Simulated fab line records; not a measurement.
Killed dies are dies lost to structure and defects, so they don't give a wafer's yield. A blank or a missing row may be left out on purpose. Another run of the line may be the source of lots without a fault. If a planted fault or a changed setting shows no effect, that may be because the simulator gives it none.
fab line records	flow n5-finfet
record: lots: 7	wafers: 21
route steps=1938 shown WELL_APT@21 PMOS_HMC_CHANNEL_EPI@62 FIN_SAQP@125 DUMMY_GATE@215 PASSIVATION@1936
start-h: the number of hours between the record's first day and the start of the first shown wafer of the lot	wait-h: hours since the lot's step before	" repeats the value in the row above	L1.1+2: a row that stands for several wafers	- no value, or no start was given	* or withheld: withheld	< > ~ a bound
route shown NAME@n: NAME is a module with steps in the file, n the number in the route of the first one	usual: average and standard deviation across the fault-free wafers	same: alike in all rows	chamber/n: place in a boat	sites: the reading at each site	_std_site: the standard deviation of these	_edge_site: outer sites' mean less inner sites'	radius-mm: how far each site lies from the wafer's centre	mask NAME#n: copy n	behind: the last tool/chamber to shape the wafer	hold: what put the lot on hold/how long, in hours/how the hold closed	device: transistor that didn't switch, given as n, p or np	end of line: the tests these same wafers got at the end of their route	a step with no rows: only its recipe	killed: at the first sort, the dies lost to defects and structure; wafer yield is something else	map: dies across one wafer; x = killed, . = not, _ = none there
set.NAME: the setting that was run; set.NAME@STEP: the one run at that earlier step	model.NAME: the simulator's own value behind a step, which no gauge read
lots whose settings were changed on purpose; a table a step, a row a wafer
== steps ==
step: N5_WELL_APT_COAT_02
recipe: spin-rpm: 1357	resist-thk-nm: 950
lot.wafer	tool	chamber	start-h	wait-h	set.spin-rpm	model.coat_of_WELL_APT_COAT_02.thk-nm
L080.1	litho-track-01	0	-	-	1357	954.1
L080.2	"	0	"	"	1421	932.9
L080.5	"	0	"	"	1421	933.5
L081.1	litho-track-05	0	-	-	1405	939.6
L081.3	"	0	"	"	1357	954.5
L081.4	"	0	"	"	1405	940.7
L090.1	litho-track-01	0	-	-	1357	949.6
L090.5	"	0	"	"	1357	952.1
L090.6	"	0	"	"	1357	950.6
L091.2	litho-track-05	0	-	-	1357	948.5
L091.5	"	0	"	"	1357	950.5
L091.6	"	0	"	"	1357	948.4
L093.2	litho-track-01	0	-	-	1357	955.9
L093.5	"	0	"	"	1277	983.5
L093.6	"	0	"	"	1277	984.2
L096.1	litho-track-03	0	-	-	1357	946.3
L096.2	"	0	"	"	1357	945
L096.3	"	0	"	"	1357	946.9
L097.2	litho-track-05	0	-	-	1357	953.2
L097.4	"	0	"	"	1357	953.4
L097.6	"	0	"	"	1357	954.6
step: N5_PMOS_HMC_CHANNEL_EPI_EXPOSE_06
recipe: mask-id: PMOS_HMC_BLK	na: 1.35	source-shape: conventional	sigma-outer: 0.8	polarization: unpolarized	target-cd-nm: 240	dose-mj: 41
lot.wafer	tool	chamber	start-h	wait-h	mask	set.dose-mj
L080.1	arfi-scanner-02	0	54.15	-	PMOS_HMC_BLK#0	41
L080.2+5	"	0	"	"	PMOS_HMC_BLK#0	42.74
L081.1+3	arfi-scanner-01	0	59.15	-	PMOS_HMC_BLK#0	38.49
L081.4	"	0	"	"	PMOS_HMC_BLK#0	41
L090.1	arfi-scanner-02	0	113.27	-	PMOS_HMC_BLK#0	41
L090.5+6	"	0	"	"	PMOS_HMC_BLK#0	38.18
L091.2+5+6	arfi-scanner-02	0	119.23	-	PMOS_HMC_BLK#0	41
L093.2	arfi-scanner-02	0	131.55	-	PMOS_HMC_BLK#0	43.89
L093.5+6	"	0	"	"	PMOS_HMC_BLK#0	41
L096.1+3	arfi-scanner-02	0	148.92	-	PMOS_HMC_BLK#0	41
L096.2	"	0	"	"	PMOS_HMC_BLK#0	39.16
L097.2+4+6	arfi-scanner-02	0	155.75	-	PMOS_HMC_BLK#0	41
step: N5_PMOS_HMC_CHANNEL_EPI_PEB_07
recipe: peb-temp-c: 110	peb-time-s: 60	resist: CAR-ArF-block
lot.wafer	tool	chamber	start-h	wait-h	set.peb-temp-c
L080.1+5	litho-track-05	0	54.21	0.1	111.1
L080.2	"	0	"	"	110
L081.1+3+4	litho-track-02	0	59.20	0.1	110
L090.1+6	litho-track-02	0	113.33	0.1	110
L090.5	"	0	"	"	108.3
L091.2+5+6	litho-track-04	0	119.28	0.0	110
L093.2+6	litho-track-04	0	131.60	0.0	110
L093.5	"	0	"	"	108
L096.1+2	litho-track-04	0	148.98	0.1	111.7
L096.3	"	0	"	"	110
L097.2+4	litho-track-02	0	155.81	0.0	112.4
L097.6	"	0	"	"	110
step: N5_PMOS_HMC_CHANNEL_EPI_DEVELOP_08
recipe: develop-time-s: 30	developer: TMAH	resist: CAR-ArF-block	dev-temp-c: 23	rinse-liquid: diw	dry: air-spin
step: N5_PMOS_HMC_CHANNEL_EPI_CD_MEAS_09
recipe: target-cd-nm: 237.4	landing-energy-ev: 500	detector: se-inlens
usual: cd-nm: 236.8/1.4
lot.wafer	tool	chamber	start-h	wait-h	set.dose-mj@PMOS_HMC_CHANNEL_EPI_EXPOSE_06	set.peb-temp-c@PMOS_HMC_CHANNEL_EPI_PEB_07	cd-nm
L080.1	cd-sem-02	0	54.27	-	41	111.1	239.6
L080.2	"	0	"	"	42.74	110	240.3
L080.5	"	0	"	"	42.74	111.1	244.3
L081.1	cd-sem-03	0	59.27	-	38.49	110	229.4
L081.3	"	0	"	"	38.49	110	231.0
L081.4	"	0	"	"	41	110	234.4
L090.1	cd-sem-01	0	113.40	-	41	110	234.6
L090.5	"	0	"	"	38.18	108.3	223.9
L090.6	"	0	"	"	38.18	110	230.1
L091.2	cd-sem-02	0	119.35	-	41	110	236.9
L091.5	"	0	"	"	41	110	236.9
L091.6	"	0	"	"	41	110	237.5
L093.2	cd-sem-03	0	131.67	-	43.89	110	242.0
L093.5	"	0	"	"	41	108	230.3
L093.6	"	0	"	"	41	110	236.6
L096.1	cd-sem-03	0	149.05	-	41	111.7	241.8
L096.2	"	0	"	"	39.16	111.7	237.8
L096.3	"	0	"	"	41	110	236.6
L097.2	cd-sem-01	0	155.87	-	41	112.4	242.3
L097.4	"	0	"	"	41	112.4	242.6
L097.6	"	0	"	"	41	110	236.5
step: N5_PMOS_HMC_CHANNEL_EPI_DESCUM_14
recipe: chemistry: O2	time-s: 7.9	source-power-w: 50	bias-power-w: 20	pressure-mtorr: 20	rf-frequency-hz: 2.712e+07	temp-c: 40	resist: CAR-ArF-block	o2-flow-sccm: 225
lot.wafer	tool	chamber	start-h	wait-h	set.dose-mj@PMOS_HMC_CHANNEL_EPI_EXPOSE_06	set.peb-temp-c@PMOS_HMC_CHANNEL_EPI_PEB_07	model.PMOS_HMC_CHANNEL_EPI.cd-nm
L080.1	rie-diel-02	1	54.36	0.0	41	111.1	239.2
L080.2	"	2	"	"	42.74	110	240.2
L080.5	"	2	"	"	42.74	111.1	244.4
L081.1	rie-diel-06	1	59.36	0.0	38.49	110	229.6
L081.3	"	3	"	"	38.49	110	231
L081.4	"	2	"	"	41	110	234.7
L090.1	rie-diel-06	1	113.53	0.1	41	110	234.7
L090.5	"	3	"	"	38.18	108.3	224.4
L090.6	"	2	"	"	38.18	110	230.1
L091.2+5	rie-diel-06	1	119.43	0.0	41	110	237.1
L091.6	"	3	"	"	41	110	237.4
L093.2	rie-diel-02	0	131.76	0.0	43.89	110	241.7
L093.5	"	1	"	"	41	108	230.3
L093.6	"	0	"	"	41	110	236.4
L096.1	rie-diel-06	1	149.39	0.3	41	111.7	241.5
L096.2	"	2	"	"	39.16	111.7	237.9
L096.3	"	0	"	"	41	110	236.7
L097.2	rie-diel-06	2	155.96	0.0	41	112.4	242
L097.4	"	3	"	"	41	112.4	242.3
L097.6	"	1	"	"	41	110	236.7
step: N5_PMOS_HMC_CHANNEL_EPI_ETCH_32
recipe: chemistry: N2/H2	target: BARC	stop-on: SiO2	target-depth-a: 858	over-etch-frac: 0.3	time-s: 50.3	ion-energy-ev: 200	mask-material: CAR-ArF-block	pressure-mtorr: 30	source-w: 840	bias-w: 150	n2-flow-sccm: 200	h2-flow-sccm: 200
step: N5_PMOS_HMC_CHANNEL_EPI_HM_OPEN_15
recipe: chemistry: CHF3/O2	target: SiO2	mask-material: CAR-ArF-block	target-depth-a: 406	CHF3_flow_sccm: 50	O2_flow_sccm: 5	Ar_flow_sccm: 200	time-s: 20.3	pressure-mtorr: 30	source-w: 650	bias-w: 170	ion-energy-ev: 200
lot.wafer	tool	chamber	start-h	wait-h	set.dose-mj@PMOS_HMC_CHANNEL_EPI_EXPOSE_06	set.peb-temp-c@PMOS_HMC_CHANNEL_EPI_PEB_07	model.PMOS_HMC_CHANNEL_EPI.cd-nm
L080.1	rie-diel-02	1	54.44	0.0	41	111.1	243.4
L080.2	"	2	"	"	42.74	110	243.4
L080.5	"	2	"	"	42.74	111.1	247.3
L081.1	rie-diel-06	1	59.44	0.0	38.49	110	232.3
L081.3	"	3	"	"	38.49	110	234.2
L081.4	"	2	"	"	41	110	238.4
L090.1	rie-diel-06	1	113.61	0.0	41	110	238
L090.5	"	3	"	"	38.18	108.3	227.5
L090.6	"	2	"	"	38.18	110	233.9
L091.2	rie-diel-06	1	119.51	0.0	41	110	239.5
L091.5	"	1	"	"	41	110	239.1
L091.6	"	3	"	"	41	110	240.2
L093.2	rie-diel-02	0	131.83	0.0	43.89	110	243.9
L093.5	"	1	"	"	41	108	235.1
L093.6	"	0	"	"	41	110	239.2
L096.1	rie-diel-06	1	149.47	0.0	41	111.7	243.7
L096.2	"	2	"	"	39.16	111.7	241.8
L096.3	"	0	"	"	41	110	240.2
L097.2	rie-diel-06	2	156.04	0.0	41	112.4	246.2
L097.4	"	3	"	"	41	112.4	245.4
L097.6	"	1	"	"	41	110	238.8
step: N5_PMOS_HMC_CHANNEL_EPI_STRIP_33
recipe: chemistry: N2/H2	power-w: 500	temp-c: 40	pressure-mtorr: 50	rf-frequency-hz: 6e+07	overash-fraction: 0.3	bias-power-w: 8	h2-frac: 0.5	n2-flow-sccm: 300	h2-flow-sccm: 300
step: N5_PMOS_HMC_CHANNEL_EPI_STRIP_17
recipe: chemistry: SPM	time-s: 750	temp-c: 130	h2so4-h2o2-vol-ratio: 4	dry: ipa-marangoni
step: N5_PMOS_HMC_CHANNEL_EPI_ETCH_38
recipe: chemistry: CF4	target: SiO2	target-depth-a: 15	ion-energy-ev: 350	pressure-mtorr: 10	icp-w: 800	bias-w: 400	cf4-flow-sccm: 80
lot.wafer	tool	chamber	start-h	wait-h	set.dose-mj@PMOS_HMC_CHANNEL_EPI_EXPOSE_06	set.peb-temp-c@PMOS_HMC_CHANNEL_EPI_PEB_07	model.PMOS_HMC_CHANNEL_EPI.cd-nm
L080.1	rie-si-06	1	54.80	0.0	41	111.1	243.3
L080.2	"	0	"	"	42.74	110	243.4
L080.5	"	2	"	"	42.74	111.1	247.1
L081.1	rie-si-04	1	59.79	0.0	38.49	110	232.1
L081.3	"	2	"	"	38.49	110	234.2
L081.4	"	0	"	"	41	110	238.4
L090.1	rie-si-03	2	113.98	0.0	41	110	238
L090.5	"	0	"	"	38.18	108.3	227.5
L090.6	"	1	"	"	38.18	110	233.8
L091.2	rie-si-04	3	119.87	0.0	41	110	239.5
L091.5	"	3	"	"	41	110	239.1
L091.6	"	2	"	"	41	110	240.2
L093.2	rie-si-06	1	132.21	0.0	43.89	110	243.9
L093.5	"	3	"	"	41	108	235
L093.6	"	0	"	"	41	110	239.3
L096.1	rie-si-06	3	149.83	0.0	41	111.7	243.7
L096.2	"	2	"	"	39.16	111.7	241.7
L096.3	"	0	"	"	41	110	240.3
L097.2	rie-si-03	2	156.40	0.0	41	112.4	246.2
L097.4	"	2	"	"	41	112.4	245.4
L097.6	"	3	"	"	41	110	238.8
step: N5_PMOS_HMC_CHANNEL_EPI_FIN_RECESS_16
recipe: chemistry: HBr/Cl2	target: Si	mask-material: SiO2	target-depth-a: 540	time-s: 18	pressure-mtorr: 10	icp-w: 800	bias-w: 75	HBr_flow_sccm: 150	Cl2_flow_sccm: 80
lot.wafer	tool	chamber	start-h	wait-h	set.dose-mj@PMOS_HMC_CHANNEL_EPI_EXPOSE_06	set.peb-temp-c@PMOS_HMC_CHANNEL_EPI_PEB_07	model.PMOS_HMC_CHANNEL_EPI.cd-nm
L080.1	rie-si-06	1	54.82	0.0	41	111.1	243.3
L080.2	"	0	"	"	42.74	110	243.3
L080.5	"	2	"	"	42.74	111.1	246.9
L081.1	rie-si-04	1	59.81	0.0	38.49	110	232.1
L081.3	"	2	"	"	38.49	110	234.1
L081.4	"	0	"	"	41	110	238.4
L090.1	rie-si-03	2	114.00	0.0	41	110	238.1
L090.5	"	0	"	"	38.18	108.3	227.5
L090.6	"	1	"	"	38.18	110	233.7
L091.2	rie-si-04	3	119.89	0.0	41	110	239.6
L091.5	"	3	"	"	41	110	239.1
L091.6	"	2	"	"	41	110	240.1
L093.2	rie-si-06	1	132.23	0.0	43.89	110	244
L093.5	"	3	"	"	41	108	235.1
L093.6	"	0	"	"	41	110	239.3
L096.1	rie-si-06	3	149.85	0.0	41	111.7	243.8
L096.2	"	2	"	"	39.16	111.7	241.7
L096.3	"	0	"	"	41	110	240.2
L097.2	rie-si-03	2	156.42	0.0	41	112.4	246.2
L097.4	"	2	"	"	41	112.4	245.3
L097.6	"	3	"	"	41	110	238.8
step: N5_FIN_SAQP_SPACER1_ALD_24
recipe: material: SiO2	target-thk-a: 203	temp-c: 300	ald-precursor-family: BDEAS	ald-co-reactant: O2-plasma	pulse-time-s: 1	purge-time-s: 2	co-reactant-purge-time-s: 2	ald-cycles: 218	pressure-torr: 2
lot.wafer	tool	chamber	start-h	wait-h	set.ald-cycles	model.SiO2_of_FIN_SAQP_SPACER1_ALD_24.thk-nm
L080.1+2	ald-sin-02	2,0	60.71	0.3	249	23.2
L080.5	"	0	"	"	218	20.2
L081.1+4	ald-sin-04	2,0	65.75	0.5	218	20.4
L081.3	"	1	"	"	190	17.6
L090.1+5+6	ald-sin-02	0,1,2	119.07	0.3	218	20.4
L091.2+5+6	ald-sin-02	1,2,3	125.73	0.7	218	20.4
L093.2+6	ald-sin-03	0,1	137.29	0.5	218	20.2
L093.5	"	0	"	"	186	17.4
L096.1	ald-sin-03	2	155.74	0.8	218	20.4
L096.2	"	3	"	"	218	20.2
L096.3	"	1	"	"	208	19.2
L097.2	ald-sin-04	3	162.35	1.3	218	20.2
L097.4+6	"	0,2	"	"	254	23.6
step: N5_FIN_SAQP_SPACER1_ETCHBACK_25
recipe: chemistry: CHF3/O2	mode: anisotropic-etchback	target: SiO2	target-depth-a: 244	time-s: 12.2	pressure-mtorr: 30	source-w: 650	bias-w: 170	Ar_flow_sccm: 200	CHF3_flow_sccm: 50	O2_flow_sccm: 5	ion-energy-ev: 200
step: N5_FIN_SAQP_MANDREL1_REMOVE_56
recipe: chemistry: HBr/Cl2/O2	bt-time-s: 10	target: a-Si	stop-on: SiNx	endpoint: OES-SiCl	over-etch-frac: 1	icp-w: 600	bias-w: 22	HBr_flow_sccm: 150	Cl2_flow_sccm: 80	O2_flow_sccm: 5	pressure-mtorr: 10
lot.wafer	tool	chamber	start-h	wait-h	set.ald-cycles@FIN_SAQP_SPACER1_ALD_24	model.FIN_SAQP.cd-nm
L080.1+2	rie-si-02	0,3	61.70	0.1	249	23
L080.5	"	0	"	"	218	20
L081.1+4	rie-si-02	3,2	66.69	0.1	218	20.2
L081.3	"	1	"	"	190	17.6
L090.1+6	rie-si-01	3,1	119.89	0.1	218	20.6
L090.5	"	2	"	"	218	20.4
L091.2	rie-si-01	1	126.53	0.1	218	20.6
L091.5	"	2	"	"	218	20.2
L091.6	"	3	"	"	218	20.4
L093.2	rie-si-01	1	138.10	0.1	218	20.6
L093.5	"	0	"	"	186	17.4
L093.6	"	1	"	"	218	20.4
L096.1+2	rie-si-01	0,1	156.55	0.1	218	20.4
L096.3	"	3	"	"	208	19.2
L097.2	rie-si-01	3	163.15	0.1	218	20.2
L097.4	"	1	"	"	254	23.6
L097.6	"	0	"	"	254	23.4
step: N5_FIN_SAQP_CD_MEAS_27
recipe: target-cd-nm: 20	landing-energy-ev: 1000	detector: se-inlens	polarity: line
usual: cd-nm: 20.28/0.23
lot.wafer	tool	chamber	start-h	wait-h	set.ald-cycles@FIN_SAQP_SPACER1_ALD_24	cd-nm
L080.1	cd-sem-03	0	61.81	0.1	249	23.19
L080.2	"	0	"	"	249	22.82
L080.5	"	0	"	"	218	19.98
L081.1	cd-sem-03	0	66.80	0.1	218	20.00
L081.3	"	0	"	"	190	17.84
L081.4	"	0	"	"	218	19.99
L090.1	cd-sem-03	0	120.00	0.1	218	20.74
L090.5	"	0	"	"	218	20.61
L090.6	"	0	"	"	218	20.69
L091.2	cd-sem-01	0	126.65	0.1	218	20.58
L091.5	"	0	"	"	218	20.32
L091.6	"	0	"	"	218	20.55
L093.2	cd-sem-01	0	138.21	0.1	218	20.68
L093.5	"	0	"	"	186	17.12
L093.6	"	0	"	"	218	20.60
L096.1	cd-sem-02	0	156.66	0.1	218	20.54
L096.2	"	0	"	"	218	20.25
L096.3	"	0	"	"	208	19.32
L097.2	cd-sem-03	0	163.27	0.1	218	20.28
L097.4	"	0	"	"	254	23.29
L097.6	"	0	"	"	254	23.83
step: N5_DUMMY_GATE_CVD_03
recipe: material: a-Si	target-thk-a: 1500	temp-c: 530	precursor: SiH4	time-s: 8042
lot.wafer	tool	chamber	start-h	wait-h	set.temp-c	model.a-Si_of_DUMMY_GATE_CVD_03.thk-nm
L080.1+5	-	-	-	0.1	530	148.4
L080.2	"	-	"	"	530	149
L081.1	-	-	-	0.1	524	127
L081.3	"	-	"	"	524	125
L081.4	"	-	"	"	524	126.8
L090.1	-	-	-	0.1	530	146.6
L090.5	"	-	"	"	530	149
L090.6	"	-	"	"	530	148.8
L091.2	lpcvd-01	1/70	139.83	0.1	530	150.8
L091.5	"	1/84	"	"	530	150.4
L091.6	"	1/89	"	"	530	151.8
L093.2+5	-	-	-	0.1	548.8	250.8
L093.6	"	-	"	"	548.8	251.6
L096.1	-	-	-	0.1	538.2	189
L096.2	"	-	"	"	538.2	187.6
L096.3	"	-	"	"	538.2	188.4
L097.2	-	-	-	0.1	530	151.8
L097.4+6	"	-	"	"	530	151.2
step: N5_DUMMY_GATE_COAT_34
recipe: resist: SOC	temp-c: 250	time-s: 60	spin-rpm: 1500	resist-thk-nm: 60
lot.wafer	tool	chamber	start-h	wait-h	set.spin-rpm	model.SOC_of_DUMMY_GATE_COAT_34.thk-nm
L080.1+2	litho-track-01	0	86.07	0.0	1500	59.8
L080.5	"	0	"	"	1431	61.4
L081.1	litho-track-04	0	88.24	0.0	1393	62.4
L081.3	"	0	"	"	1500	60
L081.4	"	0	"	"	1500	60.2
L090.1	litho-track-04	0	140.61	0.0	1337	63.4
L090.5+6	"	0	"	"	1500	60
L091.2+6	litho-track-02	0	147.84	0.0	1500	59.8
L091.5	"	0	"	"	1500	60
L093.2+6	litho-track-02	0	159.02	0.0	1500	59.8
L093.5	"	0	"	"	1386	62.2
L096.1+3	litho-track-04	0	178.11	0.0	1500	60
L096.2	"	0	"	"	1500	59.8
L097.2	litho-track-01	0	184.64	0.0	1500	59.6
L097.4	"	0	"	"	1641	57.2
L097.6	"	0	"	"	1641	57
step: N5_DUMMY_GATE_COAT_35
recipe: resist: SiARC	temp-c: 220	time-s: 60	spin-rpm: 1500	resist-thk-nm: 10
step: N5_DUMMY_GATE_COAT_28
recipe: resist: underlayer	temp-c: 205	time-s: 60	spin-rpm: 1500	resist-thk-nm: 10
step: N5_DUMMY_GATE_ETCH_29
recipe: chemistry: N2/H2	target: underlayer	target-depth-a: 130	ion-energy-ev: 200	pressure-mtorr: 30	source-w: 840	bias-w: 150	n2-flow-sccm: 200	h2-flow-sccm: 200
step: N5_DUMMY_GATE_ETCH_36
recipe: chemistry: CF4	target: SiARC	target-depth-a: 130	pressure-mtorr: 40	source-w: 545	bias-w: 36	Ar_flow_sccm: 100	cf4-flow-sccm: 100	ion-energy-ev: 80
step: N5_DUMMY_GATE_ETCH_37
recipe: chemistry: N2/H2	target: SOC	target-depth-a: 600	overetch-a: 300	temp-c: 40	ion-energy-ev: 200	pressure-mtorr: 30	source-w: 840	bias-w: 150	n2-flow-sccm: 200	h2-flow-sccm: 200
lot.wafer	tool	chamber	start-h	wait-h	set.spin-rpm@DUMMY_GATE_COAT_34	model.etch.depth-nm
L080.1	rie-diel-06	2	87.13	0.0	1500	59.9
L080.2	"	3	"	"	1500	59.8
L080.5	"	3	"	"	1431	61.4
L081.1	rie-diel-05	3	88.79	0.0	1393	62.34
L081.3	"	0	"	"	1500	60.01
L081.4	"	2	"	"	1500	60.1
L090.1	rie-diel-05	1	141.28	0.0	1337	63.46
L090.5	"	2	"	"	1500	59.96
L090.6	"	1	"	"	1500	60.08
L091.2	rie-diel-06	3	148.38	0.0	1500	59.9
L091.5	"	0	"	"	1500	59.94
L091.6	"	1	"	"	1500	59.85
L093.2	rie-diel-05	3	159.56	0.0	1500	59.82
L093.5	"	3	"	"	1386	62.29
L093.6	"	0	"	"	1500	59.76
L096.1	rie-diel-06	0	178.66	0.0	1500	60.05
L096.2	"	2	"	"	1500	59.85
L096.3	"	3	"	"	1500	59.97
L097.2	rie-diel-05	3	185.30	0.0	1500	59.65
L097.4	"	1	"	"	1641	57.17
L097.6	"	1	"	"	1641	56.99
step: N5_DUMMY_GATE_STRIP_38
recipe: chemistry: N2/H2	temp-c: 40	n2-flow-sccm: 200	h2-flow-sccm: 200	rf-frequency-hz: 6e+07
step: N5_DUMMY_GATE_STRIP_39
recipe: chemistry: N2/H2	temp-c: 40	n2-flow-sccm: 200	h2-flow-sccm: 200	rf-frequency-hz: 6e+07
step: N5_DUMMY_GATE_STRIP_40
recipe: chemistry: CF4	resist: SiARC	power-w: 300	bias-power-w: 75	pressure-mtorr: 50	cf4-flow-sccm: 150	rf-frequency-hz: 6e+07
step: N5_DUMMY_GATE_ETCH_31
recipe: chemistry: C4F6/O2	target: SiO2	mask-material: SOC	target-depth-a: 825	time-s: 27.5	ion-energy-ev: 250	pressure-mtorr: 30	source-w: 345	bias-w: 185	Ar_flow_sccm: 300	C4F6_flow_sccm: 10	O2_flow_sccm: 10
lot.wafer	tool	chamber	start-h	wait-h	set.spin-rpm@DUMMY_GATE_COAT_34	model.SOC_of_DUMMY_GATE_COAT_34.thk-nm
L080.1	rie-diel-02	3	87.42	0.0	1500	52
L080.2	"	1	"	"	1500	51.4
L080.5	"	2	"	"	1431	53.4
L081.1	rie-diel-05	2	89.06	0.0	1393	53.8
L081.3	"	1	"	"	1500	51.6
L081.4	"	3	"	"	1500	52
L090.1	rie-diel-06	3	141.56	0.0	1337	55
L090.5	"	1	"	"	1500	52
L090.6	"	2	"	"	1500	51.4
L091.2	rie-diel-02	1	148.80	0.1	1500	51.6
L091.5+6	"	2,3	"	"	1500	52
L093.2	rie-diel-06	1	160.13	0.0	1500	51.8
L093.5	"	3	"	"	1386	53.8
L093.6	"	0	"	"	1500	51.4
L096.1	rie-diel-05	1	178.94	0.0	1500	51.6
L096.2	"	0	"	"	1500	51.8
L096.3	"	3	"	"	1500	52
L097.2	rie-diel-05	3	185.63	0.1	1500	51.6
L097.4	"	0	"	"	1641	49.2
L097.6	"	3	"	"	1641	49
step: N5_PASSIVATION_PROBE_49
usual: defect-limited-yield: 91.4/1.6	killed-dies: 101/19	sort-yield-pct: 91.3/1.7
lot.wafer	tool	chamber	start-h	wait-h	set.spin-rpm@DUMMY_GATE_COAT_34	set.temp-c@BEOL_M2_COAT_73	defect-limited-yield[%]	killed-dies	sort-yield-pct[%]
L081.1	prober-01	-	305.70	0.0	1393	211.2	0.1	1179	0.1
L081.3	prober-01	-	305.80	0.1	1500	205	0.1	1179	0.1
L081.4	prober-01	-	305.85	0.2	1500	205	0	1180	0
L080.1	prober-02	-	306.35	0.0	1500	205	28.7	841	28.7
L080.2	prober-02	-	306.40	0.1	1500	205	30.2	824	30.2
L080.5	prober-02	-	306.55	0.2	1431	205	92.1	93	92.1
L090.1	prober-02	-	368.38	0.0	1337	205	91.0	106	91.0
L090.5	prober-02	-	368.58	0.2	1500	205	8.7	1077	8.7
L090.6	prober-02	-	368.63	0.3	1500	205	2.0	1156	2.0
L091.2	prober-01	-	371.98	0.1	1500	205	89.7	121	89.7
L091.5	prober-01	-	372.13	0.2	1500	205	91.1	105	91.1
L091.6	prober-01	-	372.18	0.3	1500	205	92.3	91	92.3
L093.2	prober-01	-	380.92	0.1	1500	196.4	95.3	56	95.3
L093.5	prober-01	-	381.07	0.2	1386	205	83.0	201	83.0
L093.6	prober-01	-	381.12	0.3	1500	196.4	92.1	93	92.1
L096.1	prober-02	-	405.17	0.0	1500	205	90.3	114	90.3
L096.2	prober-02	-	405.22	0.1	1500	205	90.5	112	90.5
L096.3	prober-02	-	405.27	0.1	1500	205	91.5	100	91.5
L097.2	prober-01	-	417.17	0.1	1500	205	87.5	148	87.5
L097.4	prober-01	-	417.27	0.2	1641	205	7.9	1087	7.9
L097.6	prober-01	-	417.37	0.3	1641	205	7.8	1088	7.8
== key ==
split: step: N5_WELL_APT_COAT_02	setting: spin-rpm	stated: 1357	by: wafer
response: step: N5_WELL_APT_COAT_02	reading: model.coat_of_WELL_APT_COAT_02.thk-nm	change: -4.52	per: 1%	r: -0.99
split: step: N5_PMOS_HMC_CHANNEL_EPI_EXPOSE_06	setting: dose-mj	stated: 41	by: wafer
response: step: N5_PMOS_HMC_CHANNEL_EPI_CD_MEAS_09	reading: cd-nm	slope: +0.786	per: 1%	together-with: peb-temp-c@PMOS_HMC_CHANNEL_EPI_PEB_07	explained: 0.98
response: step: N5_PMOS_HMC_CHANNEL_EPI_DESCUM_14	reading: model.PMOS_HMC_CHANNEL_EPI.cd-nm	slope: +0.796	per: 1%	together-with: peb-temp-c@PMOS_HMC_CHANNEL_EPI_PEB_07	explained: 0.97
response: step: N5_PMOS_HMC_CHANNEL_EPI_HM_OPEN_15	reading: model.PMOS_HMC_CHANNEL_EPI.cd-nm	slope: +0.696	per: 1%	together-with: peb-temp-c@PMOS_HMC_CHANNEL_EPI_PEB_07	explained: 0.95
response: step: N5_PMOS_HMC_CHANNEL_EPI_ETCH_38	reading: model.PMOS_HMC_CHANNEL_EPI.cd-nm	slope: +0.704	per: 1%	together-with: peb-temp-c@PMOS_HMC_CHANNEL_EPI_PEB_07	explained: 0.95
response: step: N5_PMOS_HMC_CHANNEL_EPI_FIN_RECESS_16	reading: model.PMOS_HMC_CHANNEL_EPI.cd-nm	slope: +0.711	per: 1%	together-with: peb-temp-c@PMOS_HMC_CHANNEL_EPI_PEB_07	explained: 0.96
split: step: N5_PMOS_HMC_CHANNEL_EPI_PEB_07	setting: peb-temp-c	stated: 110	by: wafer
response: step: N5_PMOS_HMC_CHANNEL_EPI_CD_MEAS_09	reading: cd-nm	slope: +3.18	per: 1%	together-with: dose-mj@PMOS_HMC_CHANNEL_EPI_EXPOSE_06	explained: 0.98
response: step: N5_PMOS_HMC_CHANNEL_EPI_DESCUM_14	reading: model.PMOS_HMC_CHANNEL_EPI.cd-nm	slope: +3.01	per: 1%	together-with: dose-mj@PMOS_HMC_CHANNEL_EPI_EXPOSE_06	explained: 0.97
response: step: N5_PMOS_HMC_CHANNEL_EPI_HM_OPEN_15	reading: model.PMOS_HMC_CHANNEL_EPI.cd-nm	slope: +3.03	per: 1%	together-with: dose-mj@PMOS_HMC_CHANNEL_EPI_EXPOSE_06	explained: 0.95
response: step: N5_PMOS_HMC_CHANNEL_EPI_ETCH_38	reading: model.PMOS_HMC_CHANNEL_EPI.cd-nm	slope: +3	per: 1%	together-with: dose-mj@PMOS_HMC_CHANNEL_EPI_EXPOSE_06	explained: 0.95
response: step: N5_PMOS_HMC_CHANNEL_EPI_FIN_RECESS_16	reading: model.PMOS_HMC_CHANNEL_EPI.cd-nm	slope: +2.99	per: 1%	together-with: dose-mj@PMOS_HMC_CHANNEL_EPI_EXPOSE_06	explained: 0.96
split: step: N5_FIN_SAQP_SPACER1_ALD_24	setting: ald-cycles	stated: 218	by: wafer
response: step: N5_FIN_SAQP_SPACER1_ALD_24	reading: model.SiO2_of_FIN_SAQP_SPACER1_ALD_24.thk-nm	change: +0.206	per: 1%	r: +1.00
response: step: N5_FIN_SAQP_MANDREL1_REMOVE_56	reading: model.FIN_SAQP.cd-nm	change: +0.207	per: 1%	r: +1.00
response: step: N5_FIN_SAQP_CD_MEAS_27	reading: cd-nm	change: +0.207	per: 1%	r: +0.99
split: step: N5_DUMMY_GATE_CVD_03	setting: temp-c	stated: 530	by: lot
response: step: N5_DUMMY_GATE_CVD_03	reading: model.a-Si_of_DUMMY_GATE_CVD_03.thk-nm	change: +27.1	per: 1%	r: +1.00
split: step: N5_DUMMY_GATE_COAT_34	setting: spin-rpm	stated: 1500	by: wafer
response: step: N5_DUMMY_GATE_COAT_34	reading: model.SOC_of_DUMMY_GATE_COAT_34.thk-nm	change: -0.305	per: 1%	r: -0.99
response: step: N5_DUMMY_GATE_ETCH_37	reading: model.etch.depth-nm	change: -0.309	per: 1%	r: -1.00
response: step: N5_DUMMY_GATE_ETCH_31	reading: model.SOC_of_DUMMY_GATE_COAT_34.thk-nm	change: -0.292	per: 1%	r: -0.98
response: step: N5_PASSIVATION_PROBE_49	reading: defect-limited-yield	slope: -8.61	per: 1%	together-with: temp-c@BEOL_M2_COAT_73	explained: 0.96
response: step: N5_PASSIVATION_PROBE_49	reading: killed-dies	slope: +102	per: 1%	together-with: temp-c@BEOL_M2_COAT_73	explained: 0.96
response: step: N5_PASSIVATION_PROBE_49	reading: sort-yield-pct	slope: -8.61	per: 1%	together-with: temp-c@BEOL_M2_COAT_73	explained: 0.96
split outside-this-file step=N5_BEOL_M2_COAT_73 setting=temp-c
split outside-this-file: this setting was split too, and the file shows its column; the key of that split is in another file
